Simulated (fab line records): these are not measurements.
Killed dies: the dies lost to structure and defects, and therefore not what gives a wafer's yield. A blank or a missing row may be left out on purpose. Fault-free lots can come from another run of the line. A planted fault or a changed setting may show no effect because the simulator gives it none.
Which of the tools did it?	flow nand-harc	6 lots, 18 wafers sampled, at 2 steps of a route of 1159

## WHAT THE GAUGES SHOWED, per wafer
NHARC_A_BONDPAD_CD_MEAS_09 targets a cd of 500 nm.
lot	measured	on	cd-nm (nm)
L644	day 18 04:04	cd-sem-02	499.1 503.0 500.1
L647	day 18 11:11	cd-sem-03	503.4 501.6 501.7
L646	day 19 06:09	cd-sem-03	496.5 503.3 498.2
L650	day 19 10:43	cd-sem-01	499.0 499.0 497.4
L649	day 20 02:14	cd-sem-03	498.0 499.5 503.2
L665	day 23 17:00	cd-sem-02	503.3 504.5 504.6

## EACH LOT AND THE TOOL THAT RAN IT (in order: tool; ch and the chambers of the sampled wafers; start)
lot	NHARC_A_SGD_CUT_DEP_00
L644	pecvd-04 ch 1,2, day 14 06:19
L647	pecvd-04 ch 0,1,2, day 14 15:09
L646	pecvd-03 ch 0,1,2, day 14 21:52
L650	pecvd-03 ch 0,1,2, day 15 09:58
L649	pecvd-01 ch 0,2, day 16 02:53
L665	pecvd-04 ch 0,2, day 19 11:50
- NHARC_A_SGD_CUT_DEP_00: deposits SiNx, target thk 50 nm.

## THE ANSWER, worked out from the rows above alone
Rule: the lots themselves supply what counts as usual. Put in order of their means at a reading, lots are off if they are a third of the lots or fewer, leave a main group of 4 or more, and stand apart from it by a gap of 3 or more times the standard deviation of the main group's means; of several such gaps the widest counts. The tables above print the reading to a certain number of digits; a main group whose means all agree to those digits is not used. Also off: a lot with no number at a reading for which 4 or more lots have one. Where the step has rows for the other lots, those lots are counted as sound.
No lot is off at any reading shown: from this, nothing can be told.

## WHAT THE SIMULATOR HAD PUT IN
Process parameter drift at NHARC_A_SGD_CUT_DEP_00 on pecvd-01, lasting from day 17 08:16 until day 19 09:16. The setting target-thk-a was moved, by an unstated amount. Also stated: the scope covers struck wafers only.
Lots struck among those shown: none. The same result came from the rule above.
